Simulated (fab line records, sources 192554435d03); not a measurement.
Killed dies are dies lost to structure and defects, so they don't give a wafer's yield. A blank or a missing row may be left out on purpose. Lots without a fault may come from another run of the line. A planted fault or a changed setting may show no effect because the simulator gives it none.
fab line records | flow n5_finfet
record lots=24 wafers=72 last_day=18
route steps=1938 shown FIN_CUT@175 STI_FIN_REVEAL@184 DUMMY_GATE@214
lots that met no fault: from a run of the same line without faults
start_h: hours from the record's first day to the start of the lot's first wafer shown | wait_h: hours since the lot's step before | " the same as in the row above | L1.1+2: a row that stands for several wafers | - no value, or no start given | * or withheld: withheld | < > ~ a bound
route shown NAME@n: a module of which the file shows steps, and the number in the route of the first | usual: mean/standard deviation of fault-free wafers | same: alike in all rows | chamber/n: place in a boat | sites: the reading at each site | _std_site: their standard deviation | _edge_site: outer sites' mean less inner sites' | radius_mm: how far each site lies from the wafer's centre | mask NAME#n: copy n | behind: the tool/chamber that last shaped the wafer | hold: why the lot was held/for how many hours/how that ended | device: the transistor (n, p or np) that didn't switch | end of line: the same wafers' tests at the end of the route | a step without rows: its recipe alone | killed: dies lost to structure and defects at the first sort, not the wafer's yield | map: a wafer's dies, x killed, . not, _ none there
set.NAME: the setting as run; set.NAME@STEP: as run at that earlier step | model.NAME: the simulator's own value behind a step, which no gauge read
steps of the route over a sample of lots; a table a step, a row a wafer
services: from which hour (start_h, from the record's first day; less than 0 if before it) a tool's chamber was out of use, for how many hours, and why
## steps
# step N5_FIN_CUT_PRECLEAN_35
# recipe time_s=13.3 temp_c=45 pressure_torr=125 p_hf_torr=3 p_coreactant_torr=25 chemistry=vHF
# usual drypump_motor_current_A=5.6/0.51
# columns lot.wafer tool chamber start_h wait_h drypump_motor_current_A
L074.3 vapor_etch-01 1 27.12 0.1 5.5
L074.4 " 0 " " 5.0
L074.5 " 0 " " 5.0
L075.2 vapor_etch-01 0 34.56 0.0 4.9
L075.5 " 0 " " 4.9
L075.6 " 1 " " 5.4
L076.1 vapor_etch-02 1 40.08 0.0 6.3
L076.4 " 0 " " 6.0
L076.6 " 1 " " 6.3
L077.3 vapor_etch-02 1 45.67 0.1 6.3
L077.5 " 1 " " 6.3
L077.6 " 0 " " 6.0
L078.1 vapor_etch-01 1 51.20 0.0 5.5
L078.2 " 0 " " 4.9
L078.5 " 1 " " 5.5
L079.3 vapor_etch-01 1 56.85 0.1 5.5
L079.4 " 0 " " 4.9
L079.6 " 1 " " 5.5
L080.3 vapor_etch-01 1 63.47 0.1 5.5
L080.4 " 0 " " 4.9
L080.5 " 0 " " 4.9
L081.1 vapor_etch-01 1 69.34 0.0 5.5
L081.5 " 0 " " 5.0
L081.6 " 1 " " 5.5
L082.2 vapor_etch-01 1 75.75 0.0 5.5
L082.3 " 0 " " 4.9
L082.6 " 0 " " 4.9
L083.2 vapor_etch-01 1 83.61 0.2 5.5
L083.5 " 1 " " 5.6
L083.6 " 0 " " 5.0
L084.1 vapor_etch-01 1 87.84 0.0 5.5
L084.3 " 1 " " 5.5
L084.4 " 0 " " 4.9
L085.1 vapor_etch-02 1 94.98 0.4 6.3
L085.4 " 1 " " 6.3
L085.6 " 1 " " 6.3
L086.1 vapor_etch-02 1 102.92 0.0 6.3
L086.3 " 1 " " 6.3
L086.5 " 0 " " 6.0
L087.1 vapor_etch-02 0 111.67 0.0 6.0
L087.4 " 1 " " 6.3
L087.5 " 0 " " 6.0
L088.1 vapor_etch-01 1 113.67 0.1 5.5
L088.3 " 1 " " 5.5
L088.4 " 0 " " 5.0
L089.1 vapor_etch-01 0 118.09 0.0 4.9
L089.4 " 1 " " 5.5
L089.5 " 0 " " 4.9
L090.1 vapor_etch-02 1 125.01 0.0 6.3
L090.2 " 0 " " 6.0
L090.5 " 1 " " 6.3
L091.2 vapor_etch-01 1 130.17 0.1 5.5
L091.3 " 1 " " 5.5
L091.6 " 1 " " 5.5
L092.2 vapor_etch-02 1 137.32 0.1 6.3
L092.3 " 1 " " 6.3
L092.4 " 1 " " 6.3
L093.1 vapor_etch-02 0 142.28 0.0 6.0
L093.3 " 0 " " 6.0
L093.6 " 1 " " 6.3
L094.2 vapor_etch-01 1 147.24 0.0 5.5
L094.3 " 1 " " 5.5
L094.5 " 0 " " 4.9
L095.1 vapor_etch-01 1 153.91 0.2 5.5
L095.3 " 1 " " 5.5
L095.4 " 0 " " 5.0
L096.1 vapor_etch-02 0 161.02 0.0 6.0
L096.3 " 0 " " 6.0
L096.5 " 1 " " 6.3
L097.1 vapor_etch-01 0 165.84 0.0 4.9
L097.3 " 1 " " 5.6
L097.5 " 0 " " 4.9
# step N5_FIN_CUT_STRIP_22
# recipe chemistry=N2/H2 power_w=500 temp_c=40 pressure_mtorr=50 rf_frequency_hz=6e+07 overash_fraction=0.3 bias_power_w=8 h2_frac=0.5 n2_flow_sccm=300 h2_flow_sccm=300
# usual drypump_motor_current_A=5.9/0.47 oes_product_au=0.77/0.063 rf_vpp_V=54.2/2.3 showerhead_plenum_p_Torr=3.36/0.13 throttle_valve_pct=18.9/0.35
# columns lot.wafer tool chamber start_h wait_h drypump_motor_current_A oes_product_au rf_hours_counter_h rf_vpp_V showerhead_plenum_p_Torr throttle_valve_pct
L074.3 rie_diel-06 0 27.30 0.0 4.9 0.74 202 53.5 3.18 19.2
L074.4 " 2 " " 6.3 0.77 - 52.8 3.34 18.8
L074.5 " 0 " " 4.9 0.73 - 55.5 3.18 19.3
L075.2 rie_diel-06 3 34.87 0.2 6.3 0.84 46 54.0 3.43 19.2
L075.5 " 2 " " 6.4 0.73 - 53.8 3.33 18.8
L075.6 " 3 " " 6.3 0.84 - 50.7 3.43 19.2
L076.1 rie_diel-06 0 40.30 0.1 5.0 0.73 207 50.5 3.17 19.3
L076.4 " 2 " " 6.3 0.75 - 53.3 3.33 18.8
L076.6 " 3 " " 6.3 0.84 - 48.7 3.43 19.1
L077.3 rie_diel-01 0 45.85 0.0 5.5 0.89 31 52.0 3.57 18.8
L077.5 " 3 " " 5.8 0.77 - 57.4 3.49 19.0
L077.6 " 2 " " 6.4 0.78 - 54.9 3.24 18.4
L078.1 rie_diel-01 0 51.40 0.0 5.5 0.86 33 55.0 3.57 18.8
L078.2 " 3 " " 5.8 0.74 160 50.4 3.49 19.0
L078.5 " 3 " " 5.8 0.75 - 54.8 3.49 19.0
L079.3 rie_diel-06 3 57.03 0.0 6.3 0.85 52 53.3 3.43 19.2
L079.4 " 0 " " 4.9 0.73 211 52.5 3.17 19.3
L079.6 " 2 " " 6.4 0.75 - 53.7 3.33 18.8
L080.3 rie_diel-06 1 63.65 0.0 5.9 0.94 4 53.7 3.45 18.9
L080.4 " 0 " " 4.9 0.71 212 49.8 3.17 19.2
L080.5 " 2 " " 6.4 0.75 - 54.5 3.33 18.8
L081.1 rie_diel-01 2 69.54 0.0 6.4 0.76 140 54.9 3.24 18.5
L081.5 " 2 " " 6.4 0.78 - 56.2 3.24 18.4
L081.6 " 1 " " 6.3 0.82 - 54.0 3.51 18.1
L082.2 rie_diel-06 1 76.19 0.3 5.9 0.91 7 50.6 3.45 18.9
L082.3 " 0 " " 4.9 0.71 216 56.0 3.17 19.3
L082.6 " 0 " " 4.9 0.73 - 52.2 3.17 19.3
L083.2 rie_diel-01 1 83.85 0.1 6.3 0.82 122 54.5 3.51 18.1
L083.5 " 1 " " 6.3 0.82 - 58.6 3.51 18.1
L083.6 " 2 " " 6.4 0.75 - 60.1 3.24 18.5
L084.1 rie_diel-06 3 88.04 0.0 6.3 0.81 61 53.1 3.42 19.2
L084.3 " 0 " " 4.9 0.71 220 49.6 3.17 19.3
L084.4 " 1 " " 5.8 0.91 12 57.4 3.45 18.9
L085.1 rie_diel-05 0 95.19 0.1 5.5 0.80 108 52.1 3.24 19.3
L085.4 " 3 " " 5.8 0.73 161 55.3 3.50 19.0
L085.6 " 2 " " 5.6 0.70 - 55.5 3.45 19.1
L086.1 rie_diel-05 2 103.12 0.0 5.6 0.70 213 55.2 3.45 19.1
L086.3 " 0 " " 5.5 0.79 111 50.3 3.24 19.3
L086.5 " 1 " " 6.1 0.71 - 54.4 3.21 18.3
L087.1 rie_diel-06 2 111.87 0.0 6.4 0.73 179 54.7 3.32 18.8
L087.4 " 3 " " 6.3 0.83 66 50.3 3.42 19.2
L087.5 " 2 " " 6.3 0.72 - 59.1 3.32 18.9
L088.1 rie_diel-05 1 113.87 0.0 6.1 0.74 196 59.0 3.21 18.4
L088.3 " 0 " " 5.6 0.78 114 53.4 3.24 19.3
L088.4 " 3 " " 5.8 0.74 166 55.4 3.49 19.1
L089.1 rie_diel-06 0 118.32 0.1 5.0 0.71 230 52.0 3.16 19.3
L089.4 " 3 " " 6.3 0.81 69 59.2 3.42 19.2
L089.5 " 3 " " 6.3 0.83 - 54.4 3.42 19.2
L090.1 rie_diel-05 1 125.21 0.0 6.1 0.72 200 54.7 3.20 18.4
L090.2 " 0 " " 5.5 0.77 118 52.6 3.24 19.2
L090.5 " 0 " " 5.6 0.78 - 54.3 3.24 19.3
L091.2 rie_diel-05 0 130.37 0.0 5.6 0.77 119 51.5 3.24 19.3
L091.3 " 3 " " 5.8 0.73 171 57.6 3.49 19.1
L091.6 " 1 " " 6.1 0.72 - 54.3 3.20 18.4
L092.2 rie_diel-05 2 137.58 0.1 5.7 0.69 225 55.8 3.45 19.1
L092.3 " 1 " " 6.1 0.71 204 53.3 3.20 18.4
L092.4 " 3 " " 5.8 0.72 174 54.7 3.49 19.1
L093.1 rie_diel-01 1 142.51 0.1 6.4 0.79 140 52.8 3.50 18.1
L093.3 " 2 " " 6.5 0.75 163 54.5 3.23 18.5
L093.6 " 3 " " 5.7 0.73 - 56.5 3.48 19.0
L094.2 rie_diel-06 2 147.44 0.0 6.4 0.73 190 54.7 3.32 18.9
L094.3 " 0 " " 4.9 0.72 239 54.0 3.16 19.3
L094.5 " 1 " " 5.9 0.86 - 51.7 3.44 18.8
L095.1 rie_diel-06 3 154.14 0.1 6.3 0.79 80 51.8 3.42 19.2
L095.3 " 0 " " 5.0 0.70 241 51.5 3.16 19.3
L095.4 " 1 " " 5.8 0.88 33 49.9 3.44 18.9
L096.1 rie_diel-05 0 161.22 0.0 5.6 0.75 129 50.9 3.23 19.4
L096.3 " 1 " " 6.1 0.71 212 56.2 3.20 18.4
L096.5 " 2 " " 5.6 0.70 - 53.2 3.44 19.1
L097.1 rie_diel-05 0 166.34 0.3 5.5 0.74 131 53.7 3.23 19.4
L097.3 " 2 " " 5.6 0.68 234 54.8 3.44 19.1
L097.5 " 2 " " 5.6 0.68 - 58.7 3.44 19.1
# step N5_STI_FIN_REVEAL_ALD_14
# recipe material=Si3N4 target_thk_a=30 temp_c=400 ald_precursor_family=SiH2I2 ald_co_reactant=N2/H2-plasma pressure_torr=2
# usual heater_power_w=865/63
# columns lot.wafer tool chamber start_h wait_h heater_power_w
L074.3 ald_sin-03 0 27.55 0.0 828
L074.4 " 3 " " 910
L074.5 " 3 " " 898
L075.2 ald_sin-03 2 35.12 0.0 813
L075.5 " 2 " " 796
L075.6 " 3 " " 906
L076.1 ald_sin-02 2 40.55 0.0 877
L076.4 " 3 " " 741
L076.6 " 1 " " 849
L077.3 ald_sin-01 3 46.10 0.0 922
L077.5 " 2 " " 891
L077.6 " 1 " " 899
L078.1 ald_sin-01 2 51.64 0.0 885
L078.2 " 0 " " 912
L078.5 " 1 " " 923
L079.3 ald_sin-02 1 57.28 0.0 848
L079.4 " 0 " " 766
L079.6 " 3 " " 747
L080.3 ald_sin-01 3 63.89 0.0 891
L080.4 " 1 " " 893
L080.5 " 0 " " 892
L081.1 ald_sin-02 1 69.78 0.0 862
L081.5 " 3 " " 770
L081.6 " 2 " " 861
L082.2 ald_sin-01 0 76.44 0.0 919
L082.3 " 2 " " 871
L082.6 " 0 " " 924
L083.2 ald_sin-01 3 85.31 0.0 945
L083.5 " 1 " " 906
L083.6 " 0 " " 932
L084.1 ald_sin-01 3 88.29 0.0 936
L084.3 " 1 " " 913
L084.4 " 2 " " 864
L085.1 ald_sin-01 3 97.78 0.0 909
L085.4 " 0 " " 884
L085.6 " 3 " " 910
L086.1 ald_sin-01 1 105.49 0.0 917
L086.3 " 0 " " 927
L086.5 " 3 " " 925
L087.1 ald_sin-03 3 112.12 0.0 899
L087.4 " 1 " " 738
L087.5 " 2 " " 816
L088.1 ald_sin-02 3 114.61 0.0 747
L088.3 " 1 " " 864
L088.4 " 0 " " 770
L089.1 ald_sin-02 3 118.56 0.0 738
L089.4 " 2 " " 903
L089.5 " 0 " " 742
L090.1 ald_sin-02 2 125.46 0.0 857
L090.2 " 1 " " 830
L090.5 " 0 " " 766
L091.2 ald_sin-02 1 131.40 0.0 856
L091.3 " 0 " " 758
L091.6 " 0 " " 760
L092.2 ald_sin-02 1 137.96 0.0 860
L092.3 " 0 " " 751
L092.4 " 3 " " 761
L093.1 ald_sin-01 0 142.76 0.0 910
L093.3 " 2 " " 881
L093.6 " 1 " " 901
L094.2 ald_sin-03 3 147.69 0.0 876
L094.3 " 2 " " 803
L094.5 " 3 " " 933
L095.1 ald_sin-01 1 154.88 0.0 930
L095.3 " 3 " " 918
L095.4 " 0 " " 917
L096.1 ald_sin-01 1 162.74 0.0 913
L096.3 " 2 " " 865
L096.5 " 3 " " 948
L097.1 ald_sin-01 0 166.59 0.0 915
L097.3 " 2 " " 889
L097.5 " 3 " " 904
# step N5_STI_FIN_REVEAL_ETCHBACK_08
# recipe chemistry=C4F6/O2 target=SiO2 target_depth_a=305 time_s=10.167 ion_energy_ev=250 pressure_mtorr=30 source_w=345 bias_w=185 Ar_flow_sccm=300 C4F6_flow_sccm=10 O2_flow_sccm=10
# usual O2_flow_sccm=9.998/0.03 drypump_motor_current_A=5.7/0.43 oes_product_au=0.76/0.065 rf_vpp_V=670/15 showerhead_plenum_p_Torr=2.83/0.098 throttle_valve_pct=21.14/0.25
# columns lot.wafer tool chamber start_h wait_h O2_flow_sccm drypump_motor_current_A oes_product_au rf_hours_counter_h rf_vpp_V showerhead_plenum_p_Torr throttle_valve_pct
L074.3 rie_diel-03 1 33.51 0.3 10.075 5.3 0.94 17 667 2.88 20.71
L074.4 " 2 " " 10.033 5.5 0.86 46 681 2.89 20.87
L074.5 " 3 " " 9.966 5.7 0.73 - 632 2.72 21.38
L075.2 rie_diel-02 1 41.50 0.2 9.986 6.3 0.75 168 691 2.97 21.13
L075.5 " 3 " " 9.936 5.6 0.78 - 673 2.88 21.19
L075.6 " 2 " " 10.013 5.2 0.74 - 666 2.95 21.46
L076.1 rie_diel-02 0 56.17 0.2 10.016 5.3 0.74 164 671 2.71 20.81
L076.4 " 2 " " 10.034 5.2 0.72 185 666 2.95 21.45
L076.6 " 2 " " 10.024 5.2 0.73 - 665 2.95 21.44
L077.3 rie_diel-04 1 58.63 0.1 9.939 6.3 0.70 209 646 2.81 20.99
L077.5 " 1 " " 9.943 6.3 0.71 - 646 2.81 20.99
L077.6 " 3 " " 10.037 6.4 0.68 - 687 2.94 21.67
L078.1 rie_diel-02 1 64.60 0.3 10.020 6.2 0.74 176 690 2.97 21.13
L078.2 " 3 " " 9.986 5.6 0.77 133 672 2.88 21.22
L078.5 " 0 " " 9.975 5.3 0.74 - 672 2.70 20.83
L079.3 rie_diel-03 1 65.51 0.2 10.024 5.3 0.92 26 667 2.88 20.74
L079.4 " 2 " " 10.025 5.4 0.85 - 681 2.88 20.89
L079.6 " 3 " " 10.018 5.7 0.72 - 632 2.71 21.43
L080.3 rie_diel-02 1 69.77 0.2 10.006 6.2 0.75 177 691 2.97 21.15
L080.4 " 2 " " 9.976 5.2 0.72 189 667 2.95 21.45
L080.5 " 0 " " 10.018 5.3 0.74 - 671 2.70 20.84
L081.1 rie_diel-02 1 76.14 0.4 10.002 6.2 0.74 180 691 2.96 21.15
L081.5 " 0 " " 10.004 5.3 0.74 - 671 2.70 20.83
L081.6 " 3 " " 9.959 5.6 0.78 - 672 2.88 21.21
L082.2 rie_diel-04 1 82.41 0.2 9.970 6.3 0.69 217 647 2.81 21.00
L082.3 " 0 " " 9.974 6.7 0.70 220 681 2.70 21.45
L082.6 " 2 " " 9.983 5.6 0.74 - 669 2.70 21.18
L083.2 rie_diel-03 0 90.90 0.2 10.036 5.6 0.77 158 672 2.83 20.92
L083.5 " 0 " " 10.032 5.6 0.77 - 672 2.83 20.92
L083.6 " 3 " " 10.002 5.7 0.72 - 632 2.71 21.41
L084.1 rie_diel-03 3 93.87 0.2 9.957 5.7 0.71 227 632 2.71 21.40
L084.3 " 2 " " 10.036 5.4 0.85 65 681 2.88 20.91
L084.4 " 0 " " 9.968 5.6 0.75 159 671 2.83 20.90
L085.1 rie_diel-03 3 103.38 0.2 9.988 5.7 0.71 230 630 2.71 21.41
L085.4 " 1 " " 10.043 5.3 0.88 40 667 2.87 20.74
L085.6 " 0 " " 9.989 5.7 0.76 - 672 2.83 20.93
L086.1 rie_diel-04 2 111.44 0.2 9.960 5.6 0.72 201 671 2.70 21.19
L086.3 " 3 " " 9.962 6.4 0.95 10 688 2.93 21.32
L086.5 " 3 " " 9.971 6.4 0.95 - 687 2.93 21.31
L087.1 rie_diel-02 2 118.01 0.4 9.957 5.2 0.71 209 666 2.94 21.49
L087.4 " 1 " " 10.004 6.2 0.73 195 691 2.96 21.19
L087.5 " 1 " " 9.974 6.2 0.73 - 690 2.96 21.18
L088.1 rie_diel-03 2 120.30 0.2 9.997 5.4 0.83 75 680 2.87 20.92
L088.3 " 1 " " 9.986 5.3 0.86 47 667 2.87 20.77
L088.4 " 3 " " 10.031 5.7 0.71 236 633 2.71 21.41
L089.1 rie_diel-02 3 124.94 0.2 10.018 5.6 0.77 156 671 2.87 21.25
L089.4 " 0 " " 9.941 5.3 0.73 186 673 2.70 20.86
L089.5 " 2 " " 10.032 5.2 0.72 - 666 2.94 21.52
L090.1 rie_diel-02 3 131.14 0.2 9.993 5.6 0.75 158 672 2.87 21.25
L090.2 " 0 " " 10.020 5.3 0.72 188 670 2.69 20.87
L090.5 " 0 " " 9.993 5.3 0.73 - 671 2.69 20.86
L091.2 rie_diel-04 0 137.07 0.2 9.984 6.7 0.68 239 681 2.70 21.47
L091.3 " 3 " " 9.980 6.4 0.92 19 688 2.93 21.32
L091.6 " 2 " " 9.959 5.6 0.72 - 667 2.69 21.21
L092.2 rie_diel-02 2 143.54 0.2 10.004 5.2 0.71 219 665 2.94 21.50
L092.3 " 1 " " 9.965 6.2 0.72 204 691 2.95 21.17
L092.4 " 3 " " 10.035 5.6 0.74 162 671 2.87 21.26
L093.1 rie_diel-03 3 149.70 0.2 9.976 5.7 0.69 247 632 2.70 21.44
L093.3 " 1 " " 9.991 5.3 0.85 60 666 2.87 20.78
L093.6 " 2 " " 10.014 5.4 0.81 - 681 2.87 20.94
L094.2 rie_diel-04 2 153.28 0.2 10.021 5.6 0.71 216 667 2.69 21.22
L094.3 " 3 " " 9.995 6.4 0.91 25 688 2.93 21.32
L094.5 " 3 " " 9.974 6.4 0.91 - 687 2.93 21.31
L095.1 rie_diel-03 1 160.55 0.2 10.026 5.3 0.85 65 667 2.86 20.78
L095.3 " 2 " " 9.950 5.4 0.80 92 679 2.87 20.93
L095.4 " 0 " " 9.993 5.6 0.75 - 672 2.82 20.97
L096.1 rie_diel-02 0 168.42 0.2 10.020 5.3 0.72 199 670 2.69 20.87
L096.3 " 1 " " 10.018 6.3 0.72 211 692 2.95 21.20
L096.5 " 3 " " 9.936 5.6 0.74 - 672 2.86 21.27
L097.1 rie_diel-02 0 172.16 0.2 10.023 5.3 0.72 199 672 2.69 20.87
L097.3 " 1 " " 9.998 6.2 0.72 211 691 2.95 21.20
L097.5 " 0 " " 9.999 5.3 0.71 - 670 2.69 20.86
# step N5_DUMMY_GATE_ALD_02
# recipe material=SiO2 target_thk_a=20 temp_c=300 ald_precursor_family=BDEAS ald_co_reactant=O2-plasma pulse_time_s=1 pressure_torr=2
# usual heater_power_w=512/56 precursor_pulse_height_rel=1.000/0.021
# columns lot.wafer tool chamber start_h wait_h heater_power_w precursor_pulse_height_rel
L074.3 ald_sin-03 2 36.65 0.0 443 1.011
L074.4 " 3 " " 510 1.008
L074.5 " 0 " " 463 0.959
L075.2 ald_sin-01 3 44.77 0.0 513 1.068
L075.5 " 2 " " 488 0.968
L075.6 " 3 " " 519 1.013
L076.1 ald_sin-04 1 59.33 0.0 438 1.013
L076.4 " 3 " " 500 0.975
L076.6 " 0 " " 546 0.993
L077.3 ald_sin-01 0 61.77 0.0 498 1.009
L077.5 " 1 " " 512 0.972
L077.6 " 2 " " 498 1.016
L078.1 ald_sin-01 3 67.75 0.0 522 1.011
L078.2 " 1 " " 517 0.995
L078.5 " 3 " " 526 0.969
L079.3 ald_sin-01 2 68.83 0.0 492 1.006
L079.4 " 0 " " 518 1.003
L079.6 " 2 " " 495 1.024
L080.3 ald_sin-04 1 72.93 0.0 419 0.975
L080.4 " 3 " " 499 1.001
L080.5 " 2 " " 630 1.034
L081.1 ald_sin-03 1 79.42 0.0 462 1.008
L081.5 " 0 " " 462 1.013
L081.6 " 3 " " 507 1.010
L082.2 ald_sin-04 2 85.55 0.0 629 1.035
L082.3 " 0 " " 560 0.986
L082.6 " 3 " " 508 1.000
L083.2 ald_sin-04 3 94.95 0.9 507 1.004
L083.5 " 2 " " 612 1.034
L083.6 " 1 " " 428 1.019
L084.1 ald_sin-01 0 98.00 1.0 516 0.996
L084.3 " 1 " " 523 0.968
L084.4 " 3 " " 519 1.005
L085.1 ald_sin-03 1 107.11 0.6 422 0.996
L085.4 " 2 " " 445 0.985
L085.6 " 2 " " 461 1.017
L086.1 ald_sin-01 1 114.69 0.1 511 0.979
L086.3 " 0 " " 517 1.031
L086.5 " 0 " " 520 0.989
L087.1 ald_sin-04 3 121.61 0.5 493 0.993
L087.4 " 0 " " 540 0.999
L087.5 " 2 " " 618 0.943
L088.1 ald_sin-01 1 123.43 0.0 530 0.991
L088.3 " 0 " " 500 0.984
L088.4 " 2 " " 503 0.993
L089.1 ald_sin-04 3 128.07 0.0 509 1.006
L089.4 " 0 " " 566 0.952
L089.5 " 3 " " 494 0.986
L090.1 ald_sin-03 0 134.59 0.0 468 1.014
L090.2 " 3 " " 511 1.038
L090.5 " 1 " " 425 0.992
L091.2 ald_sin-04 0 140.24 0.0 557 1.012
L091.3 " 3 " " 498 1.016
L091.6 " 0 " " 554 1.012
L092.2 ald_sin-04 0 146.67 0.0 563 0.986
L092.3 " 1 " " 442 0.979
L092.4 " 2 " " 613 1.023
L093.1 ald_sin-01 0 152.85 0.0 511 1.008
L093.3 " 3 " " 516 0.968
L093.6 " 1 " " 513 1.037
L094.2 ald_sin-04 0 156.47 0.0 554 1.006
L094.3 " 1 " " 442 1.015
L094.5 " 2 " " 630 0.997
L095.1 ald_sin-03 0 163.90 0.2 472 1.013
L095.3 " 3 " " 513 0.980
L095.4 " 1 " " 417 1.000
L096.1 ald_sin-04 0 171.55 0.0 559 1.016
L096.3 " 2 " " 620 0.989
L096.5 " 3 " " 501 0.992
L097.1 ald_sin-04 1 175.32 0.0 445 0.970
L097.3 " 0 " " 564 1.015
L097.5 " 2 " " 629 1.000
# step N5_DUMMY_GATE_STRIP_41
# recipe chemistry=O2 power_w=400 temp_c=40 pressure_mtorr=30 rf_frequency_hz=6e+07 bias_power_w=0 overash_fraction=0.3 o2_flow_sccm=225
# usual drypump_motor_current_A=5.9/0.42 oes_product_au=0.76/0.058 rf_vpp_V=3.6/0.5 showerhead_plenum_p_Torr=2.10/0.084 throttle_valve_pct=16.67/0.26
# columns lot.wafer tool chamber start_h wait_h drypump_motor_current_A oes_product_au rf_hours_counter_h rf_vpp_V showerhead_plenum_p_Torr throttle_valve_pct
L074.3 rie_diel-05 3 45.67 0.0 5.8 0.74 148 3.4 2.19 16.76
L074.4 " 2 " " 5.6 0.71 197 3.6 2.18 16.90
L074.5 " 3 " " 5.8 0.75 - 3.4 2.19 16.76
L075.2 rie_diel-05 2 54.25 0.0 5.6 0.71 200 3.7 2.18 16.91
L075.5 " 2 " " 5.6 0.71 - 3.1 2.18 16.90
L075.6 " 3 " " 5.8 0.75 - 3.2 2.19 16.76
L076.1 rie_diel-06 2 69.15 0.0 6.3 0.74 165 3.9 2.11 16.66
L076.4 " 3 " " 6.3 0.83 55 3.9 2.13 16.56
L076.6 " 2 " " 6.3 0.73 - 2.9 2.11 16.67
L077.3 rie_diel-05 0 73.18 0.0 5.5 0.79 102 3.7 2.02 16.82
L077.5 " 2 " " 5.6 0.71 - 3.0 2.18 16.92
L077.6 " 1 " " 6.1 0.73 - 3.7 1.99 16.30
L078.1 rie_diel-06 1 77.03 0.0 5.8 0.92 8 3.2 2.14 16.47
L078.2 " 2 " " 6.4 0.74 168 3.4 2.11 16.66
L078.5 " 1 " " 5.8 0.91 - 3.2 2.14 16.45
L079.3 rie_diel-01 0 81.14 0.0 5.5 0.86 40 4.0 2.23 16.67
L079.4 " 1 " " 6.3 0.81 121 2.5 2.21 16.32
L079.6 " 3 " " 5.7 0.74 - 4.7 2.18 16.57
L080.3 rie_diel-05 3 84.98 0.0 5.8 0.74 159 4.0 2.18 16.79
L080.4 " 0 " " 5.5 0.79 106 3.0 2.02 16.81
L080.5 " 1 " " 6.1 0.73 - 3.6 1.99 16.33
L081.1 rie_diel-05 1 90.25 0.0 6.1 0.73 189 4.0 1.99 16.30
L081.5 " 0 " " 5.5 0.79 - 3.7 2.02 16.81
L081.6 " 1 " " 6.1 0.73 - 3.5 1.99 16.32
L082.2 rie_diel-06 2 94.54 0.0 6.4 0.73 173 3.4 2.11 16.67
L082.3 " 1 " " 5.8 0.90 14 3.0 2.14 16.49
L082.6 " 0 " " 4.9 0.70 - 4.6 2.00 17.28
L083.2 rie_diel-01 0 104.05 0.0 5.5 0.85 47 3.2 2.23 16.70
L083.5 " 1 " " 6.3 0.80 - 3.4 2.21 16.34
L083.6 " 2 " " 6.4 0.76 - 2.8 2.00 16.46
L084.1 rie_diel-06 1 107.26 0.0 5.8 0.90 19 3.7 2.14 16.49
L084.3 " 0 " " 4.9 0.71 227 3.7 2.00 17.29
L084.4 " 2 " " 6.4 0.73 178 4.5 2.11 16.69
L085.1 rie_diel-05 0 116.28 0.0 5.5 0.78 116 3.2 2.02 16.83
L085.4 " 1 " " 6.1 0.72 198 3.1 1.98 16.34
L085.6 " 2 " " 5.6 0.70 - 4.3 2.17 16.94
L086.1 rie_diel-01 0 125.75 0.0 5.5 0.84 55 4.1 2.23 16.71
L086.3 " 1 " " 6.3 0.79 135 4.8 2.21 16.36
L086.5 " 2 " " 6.4 0.75 - 3.9 2.00 16.50
L087.1 rie_diel-06 0 130.74 0.0 4.9 0.70 233 3.1 1.99 17.30
L087.4 " 1 " " 5.8 0.89 25 3.8 2.13 16.48
L087.5 " 1 " " 5.8 0.88 - 4.1 2.14 16.50
L088.1 rie_diel-06 2 136.88 0.0 6.4 0.72 186 3.5 2.10 16.71
L088.3 " 3 " " 6.3 0.81 74 4.0 2.12 16.60
L088.4 " 0 " " 4.9 0.69 235 3.8 1.99 17.30
L089.1 rie_diel-01 2 140.75 0.0 6.4 0.74 162 3.6 2.00 16.48
L089.4 " 0 " " 5.5 0.83 59 3.7 2.23 16.72
L089.5 " 1 " " 6.3 0.79 - 3.8 2.21 16.34
L090.1 rie_diel-06 1 149.24 0.0 5.8 0.88 32 3.0 2.13 16.51
L090.2 " 2 " " 6.3 0.72 191 3.9 2.10 16.70
L090.5 " 3 " " 6.3 0.82 - 3.4 2.12 16.59
L091.2 rie_diel-05 1 156.33 0.0 6.1 0.72 211 4.0 1.98 16.36
L091.3 " 0 " " 5.5 0.77 128 3.4 2.02 16.86
L091.6 " 3 " " 5.8 0.73 - 4.0 2.18 16.81
L092.2 rie_diel-05 0 157.10 0.0 5.5 0.77 128 4.0 2.02 16.85
L092.3 " 2 " " 5.6 0.69 231 3.5 2.17 16.97
L092.4 " 1 " " 6.1 0.71 211 2.8 1.98 16.36
L093.1 rie_diel-01 3 164.15 0.0 5.7 0.72 193 4.4 2.17 16.63
L093.3 " 2 " " 6.4 0.74 170 3.3 2.00 16.50
L093.6 " 0 " " 5.5 0.82 - 3.2 2.22 16.73
L094.2 rie_diel-01 2 165.76 0.0 6.4 0.73 171 3.6 2.00 16.52
L094.3 " 3 " " 5.7 0.72 193 2.9 2.17 16.61
L094.5 " 1 " " 6.3 0.78 - 4.7 2.20 16.39
L095.1 rie_diel-01 3 172.91 0.0 5.7 0.72 195 3.7 2.17 16.61
L095.3 " 0 " " 5.5 0.82 70 4.4 2.22 16.72
L095.4 " 1 " " 6.3 0.78 151 4.0 2.20 16.37
L096.1 rie_diel-05 0 182.49 0.0 5.5 0.75 134 3.4 2.01 16.86
L096.3 " 3 " " 5.8 0.72 186 3.1 2.17 16.81
L096.5 " 2 " " 5.6 0.67 - 3.8 2.16 16.98
L097.1 rie_diel-06 0 184.42 0.0 4.9 0.69 250 5.0 1.99 17.32
L097.3 " 3 " " 6.3 0.80 88 3.0 2.12 16.61
L097.5 " 1 " " 5.9 0.85 - 3.8 2.13 16.53
## services
# columns tool chamber start_h hours kind
rie_diel-05 1 11.95 6.9 repair
rie_diel-05 - 16.27 0.5 repair
rie_diel-06 3 29.32 3.4 repair
vapor_etch-01 - 29.98 0.2 repair
rie_diel-06 3 35.01 4.2 repair
rie_diel-02 - 35.30 0.6 repair
rie_diel-03 0 64.56 13.4 repair
ald_sin-03 - 71.17 0.7 repair
rie_diel-02 0 79.64 8.6 repair
rie_diel-02 1 79.64 3.7 repair
ald_sin-03 - 86.48 14.0 pm
rie_diel-06 3 91.32 4.9 repair
ald_sin-01 2 96.95 11.7 repair
ald_sin-02 - 99.08 3.6 repair
ald_sin-03 - 100.48 6.1 pm
ald_sin-03 - 115.30 6.0 pm
ald_sin-02 - 119.38 2.8 pm
rie_diel-06 2 124.88 3.2 repair
rie_diel-02 - 145.40 4.3 pm
rie_diel-05 0 157.45 2.8 repair
ald_sin-04 - 161.65 6.1 pm
rie_diel-02 - 163.03 3.2 repair
vapor_etch-02 0 174.20 6.3 repair
ald_sin-01 - 177.12 14.0 pm
## key
fault none
